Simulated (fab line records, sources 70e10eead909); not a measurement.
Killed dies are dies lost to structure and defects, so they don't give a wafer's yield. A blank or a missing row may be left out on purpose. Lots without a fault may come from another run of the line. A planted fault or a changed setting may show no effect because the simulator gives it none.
Which tool did it? | flow nand_harc | 24 lots, 72 wafers sampled, at 6 steps of a route of 1302

WHAT THE GAUGES READ, wafer by wafer
NHARC_P_GATE_CD_MEAS_91: target cd 2000 nm. Usual: cd_nm 1999.8 nm, standard deviation 1.9.
lot  | measured     | on        | cd_nm (nm)           | flag
L074 | day 5 19:11  | cd_sem-03 | 2001.3 1998.7 2001.3 |
L075 | day 6 01:13  | cd_sem-01 | 2000.2 1998.2 1998.9 |
L076 | day 6 09:40  | cd_sem-02 | 2001.6 1999.6 2000.2 |
L078 | day 7 10:07  | cd_sem-03 | 1997.5 1999.3 1997.3 |
L077 | day 7 10:47  | cd_sem-02 | 1998.7 2000.4 2001.5 |
L079 | day 8 01:03  | cd_sem-02 | 2003.1 1997.8 2000.3 |
L080 | day 8 01:50  | cd_sem-01 | 1998.2 2001.8 2000.4 |
L081 | day 8 23:51  | cd_sem-02 | 2001.9 2000.8 2000.2 |
L082 | day 9 04:53  | cd_sem-01 | 1999.5 1997.5 1996.5 |
L083 | day 9 19:20  | cd_sem-01 | 1999.7 1999.5 1999.4 |
L084 | day 9 20:32  | cd_sem-03 | 2000.8 2000.9 2000.7 |
L086 | day 10 10:43 | cd_sem-02 | 1999.7 2001.6 2000.9 |
L085 | day 10 11:06 | cd_sem-01 | 1996.8 2000.4 2001.3 |
L087 | day 10 21:30 | cd_sem-01 | 1998.9 2001.4 1999.6 |
L088 | day 11 21:47 | cd_sem-03 | 1995.3 1998.3 2000.2 |
L089 | day 12 02:02 | cd_sem-03 | 2002.1 2000.7 2000.9 |
L090 | day 12 05:08 | cd_sem-03 | 1999.0 2000.2 2000.5 |
L091 | day 13 01:14 | cd_sem-03 | 1997.8 2003.5 2001.4 |
L092 | day 13 05:26 | cd_sem-03 | 1995.4 1997.6 1998.9 |
L093 | day 13 12:09 | cd_sem-03 | 1998.5 1999.2 1998.7 |
L094 | day 14 05:11 | cd_sem-02 | 2001.8 1998.1 2000.8 |
L095 | day 14 07:50 | cd_sem-03 | 2000.2 1996.0 1998.4 |
L096 | day 14 20:08 | cd_sem-02 | 2002.8 1999.6 2003.2 |
L097 | day 15 03:13 | cd_sem-02 | 2001.6 2001.3 1997.4 |

NHARC_A_ZERO_WELL_CD_MEAS_10: target cd 2000 nm. Usual: cd_nm 2000.3 nm, standard deviation 2.6.
lot  | measured     | on        | cd_nm (nm)           | flag
L074 | day 6 21:05  | cd_sem-03 | 2004.2 2003.0 1997.4 |
L075 | day 7 03:50  | cd_sem-03 | 2000.4 1999.2 2003.5 |
L076 | day 7 11:40  | cd_sem-03 | 2001.3 2003.8 2002.9 |
L078 | day 8 12:16  | cd_sem-02 | 1998.7 1998.6 1998.8 |
L077 | day 8 12:41  | cd_sem-01 | 1999.3 1996.7 1998.0 |
L079 | day 9 03:53  | cd_sem-02 | 2001.9 2001.9 1997.3 |
L080 | day 9 04:03  | cd_sem-02 | 2000.0 1995.6 1999.7 |
L081 | day 10 01:47 | cd_sem-02 | 1999.5 1996.6 1997.0 |
L082 | day 10 06:54 | cd_sem-02 | 2000.1 2001.1 2002.0 |
L083 | day 10 21:18 | cd_sem-02 | 1996.4 2000.0 1999.5 |
L084 | day 10 22:29 | cd_sem-02 | 2002.6 2004.5 2000.5 |
L086 | day 11 13:58 | cd_sem-01 | 2003.5 1995.7 1998.8 |
L085 | day 11 14:16 | cd_sem-02 | 2002.0 1998.3 2002.0 |
L087 | day 11 23:13 | cd_sem-02 | 1998.6 2000.2 2000.9 |
L088 | day 12 23:57 | cd_sem-02 | 2000.1 2000.8 2001.5 |
L089 | day 13 05:01 | cd_sem-03 | 1999.9 1996.6 1998.5 |
L090 | day 13 07:34 | cd_sem-03 | 2002.9 2004.0 2003.1 |
L091 | day 14 03:22 | cd_sem-02 | 1995.6 2000.4 1996.1 |
L092 | day 14 07:10 | cd_sem-01 | 2002.8 1996.3 2005.6 |
L093 | day 14 13:44 | cd_sem-03 | 2006.8 1996.7 1997.9 |
L094 | day 15 10:29 | cd_sem-02 | 2002.9 2001.0 2002.7 |
L095 | day 15 11:08 | cd_sem-03 | 2001.5 2000.6 2003.8 |
L096 | day 15 23:08 | cd_sem-03 | 2000.0 2001.3 1999.4 |
L097 | day 16 05:01 | cd_sem-02 | 1996.5 1995.1 2001.2 |

WHICH TOOL RAN EACH LOT (tool, then ch and the chambers of the sampled wafers, then the start)
lot  | NHARC_P_GATE_ETCH_114                         | NHARC_P_GATE_STRIP_75                | NHARC_P_CONTACT_CMP_01        | NHARC_P_M2_PVD_20
L074 | rie_diel-08 ch 0,2,3, day 5 16:41 or earlier  | plasma_asher-01 ch 0,1, day 5 16:41  | cmp-04 ch 0,2,3, day 5 23:07  | pvd_sputter-03, day 6 21:05 or earlier
L075 | rie_diel-08 ch 0,1, day 5 22:42 or earlier    | plasma_asher-02 ch 0,1, day 5 22:42  | cmp-02 ch 0,1, day 6 05:02    | pvd_sputter-01, day 7 03:50 or earlier
L076 | rie_diel-06 ch 0,1, day 6 07:10 or earlier    | plasma_asher-02 ch 0,1, day 6 07:10  | cmp-04 ch 2,3, day 6 13:33    | pvd_sputter-03, day 7 11:40 or earlier
L078 | rie_diel-11 ch 0,1,3, day 7 07:37 or earlier  | plasma_asher-02 ch 0,1, day 7 07:37  | cmp-02 ch 0,1,2, day 7 14:06  | pvd_sputter-02, day 8 12:16 or earlier
L077 | rie_diel-08 ch 0,3, day 7 08:10 or earlier    | plasma_asher-01 ch 0,1, day 7 08:10  | cmp-04 ch 2,3, day 7 14:37    | pvd_sputter-01, day 8 12:41 or earlier
L079 | rie_diel-08 ch 0,2,3, day 7 22:40 or earlier  | plasma_asher-02 ch 0,1, day 7 22:40  | cmp-02 ch 0,1,2, day 8 05:04  | pvd_sputter-02, day 9 03:53 or earlier
L080 | rie_diel-11 ch 1,2,3, day 7 23:20 or earlier  | plasma_asher-02 ch 0,1, day 7 23:20  | cmp-02 ch 0,1,2, day 8 06:08  | pvd_sputter-03, day 9 04:03 or earlier
L081 | rie_diel-11 ch 2,3, day 8 21:21 or earlier    | plasma_asher-02 ch 0,1, day 8 21:21  | cmp-02 ch 0,1,2, day 9 03:59  | pvd_sputter-01, day 10 01:47 or earlier
L082 | rie_diel-06 ch 2,3, day 9 02:22 or earlier    | plasma_asher-02 ch 1, day 9 02:22    | cmp-01 ch 0,1,3, day 9 08:59  | pvd_sputter-03, day 10 06:54 or earlier
L083 | rie_diel-06 ch 0,1,2, day 9 16:50 or earlier  | plasma_asher-01 ch 0,1, day 9 16:50  | cmp-01 ch 0,2,3, day 9 23:19  | pvd_sputter-02, day 10 21:18 or earlier
L084 | rie_diel-06 ch 0,1,2, day 9 17:54 or earlier  | plasma_asher-02 ch 0,1, day 9 17:54  | cmp-01 ch 1,2,3, day 10 00:22 | pvd_sputter-03, day 10 22:29 or earlier
L086 | rie_diel-06 ch 0,1,3, day 10 08:05 or earlier | plasma_asher-02 ch 0,1, day 10 08:05 | cmp-02 ch 0,3, day 10 14:47   | pvd_sputter-03, day 11 13:58 or earlier
L085 | rie_diel-11 ch 0,1,3, day 10 08:28 or earlier | plasma_asher-02 ch 0,1, day 10 08:28 | cmp-01 ch 1,2,3, day 10 15:33 | pvd_sputter-03, day 11 14:16 or earlier
L087 | rie_diel-06 ch 0,2,3, day 10 18:52 or earlier | plasma_asher-01 ch 0,1, day 10 18:52 | cmp-01 ch 0,1,3, day 11 01:21 | pvd_sputter-03, day 11 23:13 or earlier
L088 | rie_diel-06 ch 1,2,3, day 11 18:43 or earlier | plasma_asher-02 ch 0,1, day 11 18:43 | cmp-04 ch 0,1,3, day 12 01:40 | pvd_sputter-02, day 12 23:57 or earlier
L089 | rie_diel-11 ch 0,1,3, day 11 23:24 or earlier | plasma_asher-02 ch 0,1, day 11 23:24 | cmp-01 ch 0,1,3, day 12 05:56 | pvd_sputter-01, day 13 05:01 or earlier
L090 | rie_diel-11 ch 0,1,3, day 12 02:31 or earlier | plasma_asher-02 ch 0,1, day 12 02:31 | cmp-01 ch 0,1,3, day 12 09:01 | pvd_sputter-01, day 13 07:34 or earlier
L091 | rie_diel-11 ch 0,2, day 12 22:40 or earlier   | plasma_asher-02 ch 0,1, day 12 22:40 | cmp-01 ch 1,2, day 13 05:06   | pvd_sputter-03, day 14 03:22 or earlier
L092 | rie_diel-08 ch 0,2,3, day 13 02:56 or earlier | plasma_asher-02 ch 0,1, day 13 02:56 | cmp-04 ch 0,2,3, day 13 09:17 | pvd_sputter-03, day 14 07:10 or earlier
L093 | rie_diel-11 ch 0,2,3, day 13 09:31 or earlier | plasma_asher-01 ch 0,1, day 13 09:31 | cmp-02 ch 1,2, day 13 16:00   | pvd_sputter-02, day 14 13:44 or earlier
L094 | rie_diel-08 ch 0,1,3, day 14 02:34 or earlier | plasma_asher-02 ch 0,1, day 14 02:34 | cmp-04 ch 0,1, day 14 09:07   | pvd_sputter-02, day 15 10:29 or earlier
L095 | rie_diel-11 ch 0,2,3, day 14 05:19 or earlier | plasma_asher-02 ch 0,1, day 14 05:19 | cmp-04 ch 0,2,3, day 14 11:44 | pvd_sputter-03, day 15 11:08 or earlier
L096 | rie_diel-11 ch 0,1,2, day 14 17:29 or earlier | plasma_asher-02 ch 0,1, day 14 17:29 | cmp-04 ch 0,2,3, day 15 00:13 | pvd_sputter-01, day 15 23:08 or earlier
L097 | rie_diel-11 ch 0,3, day 15 00:40 or earlier   | plasma_asher-02 ch 0,1, day 15 00:40 | cmp-02 ch 0,2,3, day 15 07:21 | pvd_sputter-02, day 16 05:01 or earlier
- NHARC_P_GATE_ETCH_114: etches the open film in CF4/O2, target depth 30 nm, overetch 3 nm, time 16.5 s.
- NHARC_P_GATE_STRIP_75: strips in O2.
- NHARC_P_CONTACT_CMP_01: polishes SiO2, target thk 200 nm.
- NHARC_P_M2_PVD_20: deposits TaN, target thk 5 nm, time 8.06 s.

WHAT THE TOOLS THEMSELVES READ (means of the sampled wafers that have a number; where no wafer has one, the mark that the record gives instead)
NHARC_P_GATE_ETCH_114. Usual: drypump_motor_current_A 5.6 A, standard deviation 0.32; oes_product_au 1.000 a.u., standard deviation 0.013; rf_vpp_V 198.0 V, standard deviation 1.3; showerhead_plenum_p_Torr 1.35 Torr, standard deviation 0.053; throttle_valve_pct 13.398 %, standard deviation 0.0089.
lot  | tool        | drypump_motor_current_A (A) | oes_product_au (a.u.) | rf_vpp_V (V) | showerhead_plenum_p_Torr (Torr) | throttle_valve_pct (%) | flag
L074 | rie_diel-08 | 5.7                         | 0.989                 | 197.9        | 1.33                            | 13.403                 |
L075 | rie_diel-08 | 5.8                         | 1.000                 | 198.3        | 1.36                            | 13.394                 |
L076 | rie_diel-06 | 5.7                         | 1.012                 | 199.6        | 1.41                            | 13.400                 |
L078 | rie_diel-11 | 5.4                         | 0.996                 | 198.8        | 1.36                            | 13.391                 |
L077 | rie_diel-08 | 5.7                         | 0.988                 | 197.0        | 1.30                            | 13.399                 |
L079 | rie_diel-08 | 5.7                         | 0.999                 | 197.4        | 1.33                            | 13.388                 |
L080 | rie_diel-11 | 5.3                         | 1.006                 | 198.2        | 1.36                            | 13.401                 |
L081 | rie_diel-11 | 5.4                         | 1.014                 | 198.9        | 1.37                            | 13.387                 |
L082 | rie_diel-06 | 6.1                         | 0.991                 | 197.7        | 1.29                            | 13.395                 |
L083 | rie_diel-06 | 5.6                         | 1.001                 | 198.4        | 1.35                            | 13.397                 |
L084 | rie_diel-06 | 5.7                         | 0.999                 | 198.8        | 1.35                            | 13.399                 |
L086 | rie_diel-06 | 5.8                         | 1.014                 | 198.6        | 1.36                            | 13.400                 |
L085 | rie_diel-11 | 5.4                         | 0.993                 | 198.0        | 1.36                            | 13.399                 |
L087 | rie_diel-06 | 5.8                         | 1.000                 | 196.8        | 1.31                            | 13.396                 |
L088 | rie_diel-06 | 5.9                         | 1.000                 | 197.7        | 1.34                            | 13.389                 |
L089 | rie_diel-11 | 5.4                         | 1.003                 | 198.7        | 1.36                            | 13.400                 |
L090 | rie_diel-11 | 5.3                         | 1.005                 | 198.2        | 1.36                            | 13.398                 |
L091 | rie_diel-11 | 5.6                         | 0.998                 | 199.2        | 1.40                            | 13.407                 |
L092 | rie_diel-08 | 5.7                         | 0.990                 | 197.0        | 1.33                            | 13.401                 |
L093 | rie_diel-11 | 5.5                         | 1.005                 | 198.9        | 1.39                            | 13.396                 |
L094 | rie_diel-08 | 5.8                         | 1.004                 | 198.0        | 1.31                            | 13.407                 |
L095 | rie_diel-11 | 5.5                         | 1.010                 | 198.7        | 1.39                            | 13.400                 |
L096 | rie_diel-11 | 5.4                         | 1.001                 | 197.8        | 1.37                            | 13.394                 |
L097 | rie_diel-11 | 5.6                         | 1.006                 | 198.6        | 1.39                            | 13.393                 |

NHARC_P_GATE_STRIP_75. Usual: drypump_motor_current_A 5.92 A, standard deviation 0.23; heater_power_w 294 W, standard deviation 25; temp_c 249.99 C, standard deviation 0.18.
lot  | tool            | drypump_motor_current_A (A) | heater_power_w (W) | temp_c (C) | flag
L074 | plasma_asher-01 | 5.78                        | 322                | 250.03     |
L075 | plasma_asher-02 | 6.04                        | 278                | 249.76     |
L076 | plasma_asher-02 | 6.05                        | 279                | 250.09     |
L078 | plasma_asher-02 | 6.04                        | 275                | 249.78     |
L077 | plasma_asher-01 | 5.67                        | 338                | 249.97     |
L079 | plasma_asher-02 | 6.07                        | 278                | 250.18     |
L080 | plasma_asher-02 | 5.88                        | 285                | 249.94     |
L081 | plasma_asher-02 | 6.03                        | 280                | 249.97     |
L082 | plasma_asher-02 | 5.74                        | 293                | 249.61     |
L083 | plasma_asher-01 | 5.79                        | 323                | 250.03     |
L084 | plasma_asher-02 | 6.05                        | 280                | 249.99     |
L086 | plasma_asher-02 | 6.04                        | 281                | 249.99     |
L085 | plasma_asher-02 | 6.03                        | 281                | 250.02     |
L087 | plasma_asher-01 | 5.71                        | 339                | 250.02     |
L088 | plasma_asher-02 | 5.88                        | 291                | 249.71     |
L089 | plasma_asher-02 | 6.04                        | 276                | 250.13     |
L090 | plasma_asher-02 | 6.04                        | 281                | 250.07     |
L091 | plasma_asher-02 | 5.88                        | 288                | 250.00     |
L092 | plasma_asher-02 | 6.03                        | 282                | 250.08     |
L093 | plasma_asher-01 | 5.70                        | 344                | 250.10     |
L094 | plasma_asher-02 | 5.89                        | 292                | 249.93     |
L095 | plasma_asher-02 | 6.03                        | 284                | 250.02     |
L096 | plasma_asher-02 | 6.04                        | 282                | 250.07     |
L097 | plasma_asher-02 | 5.90                        | 289                | 249.79     |

NHARC_P_CONTACT_CMP_01. Usual: motor_current_A 12.0 A, standard deviation 1.2.
lot  | tool   | motor_current_A (A) | flag
L074 | cmp-04 | 11.6                |
L075 | cmp-02 | 11.2                |
L076 | cmp-04 | 11.0                |
L078 | cmp-02 | 11.8                |
L077 | cmp-04 | 12.0                |
L079 | cmp-02 | 11.9                |
L080 | cmp-02 | 11.9                |
L081 | cmp-02 | 11.8                |
L082 | cmp-01 | 12.6                |
L083 | cmp-01 | 12.1                |
L084 | cmp-01 | 12.3                |
L086 | cmp-02 | 9.9                 |
L085 | cmp-01 | 12.3                |
L087 | cmp-01 | 11.8                |
L088 | cmp-04 | 11.8                |
L089 | cmp-01 | 12.4                |
L090 | cmp-01 | 12.3                |
L091 | cmp-01 | 13.1                |
L092 | cmp-04 | 11.9                |
L093 | cmp-02 | 12.9                |
L094 | cmp-04 | 12.0                |
L095 | cmp-04 | 11.8                |
L096 | cmp-04 | 11.8                |
L097 | cmp-02 | 10.7                |

NHARC_P_M2_PVD_20. Usual: substrate_temp_c 50.00 C, standard deviation 0.11; throttle_valve_pct 30.2 %, standard deviation 1.4.
lot  | tool           | substrate_temp_c (C) | throttle_valve_pct (%) | flag
L074 | pvd_sputter-03 | 50.03                | 29.9                   |
L075 | pvd_sputter-01 | 50.02                | 31.7                   |
L076 | pvd_sputter-03 | 50.01                | 30.4                   |
L078 | pvd_sputter-02 | 50.00                | 29.4                   |
L077 | pvd_sputter-01 | 50.08                | 31.0                   |
L079 | pvd_sputter-02 | 49.99                | 29.9                   |
L080 | pvd_sputter-03 | 50.02                | 31.2                   |
L081 | pvd_sputter-01 | 49.92                | 31.0                   |
L082 | pvd_sputter-03 | 49.87                | 30.7                   |
L083 | pvd_sputter-02 | 49.98                | 30.0                   |
L084 | pvd_sputter-03 | 50.05                | 30.5                   |
L086 | pvd_sputter-03 | 50.00                | 30.3                   |
L085 | pvd_sputter-03 | 50.02                | 29.3                   |
L087 | pvd_sputter-03 | 50.02                | 30.8                   |
L088 | pvd_sputter-02 | 50.01                | 29.9                   |
L089 | pvd_sputter-01 | 49.99                | 31.4                   |
L090 | pvd_sputter-01 | 50.07                | 31.2                   |
L091 | pvd_sputter-03 | 49.98                | 30.6                   |
L092 | pvd_sputter-03 | 49.95                | 29.3                   |
L093 | pvd_sputter-02 | 50.06                | 29.8                   |
L094 | pvd_sputter-02 | 49.95                | 29.6                   |
L095 | pvd_sputter-03 | 50.03                | 30.2                   |
L096 | pvd_sputter-01 | 50.01                | 31.3                   |
L097 | pvd_sputter-02 | 49.95                | 29.0                   |

THE ANSWER, worked out from the rows above alone
Rule: a lot is off if the mean of its wafers that have a number lies more than 3 standard deviations from the usual mean. A lot without any number at a reading at which 4 lots or more have one is off too. The other lots that the step has rows for count as sound. The gauges are gone through in route order, then the tools' own readings, and for those a lot's mean is taken as printed above. The first step at which some lot is off is used, and at that step the reading that is off furthest; a lot without a number counts as furthest.
No lot is off at any reading shown: from this, nothing can be told.

WHAT THE SIMULATOR HAD PUT IN
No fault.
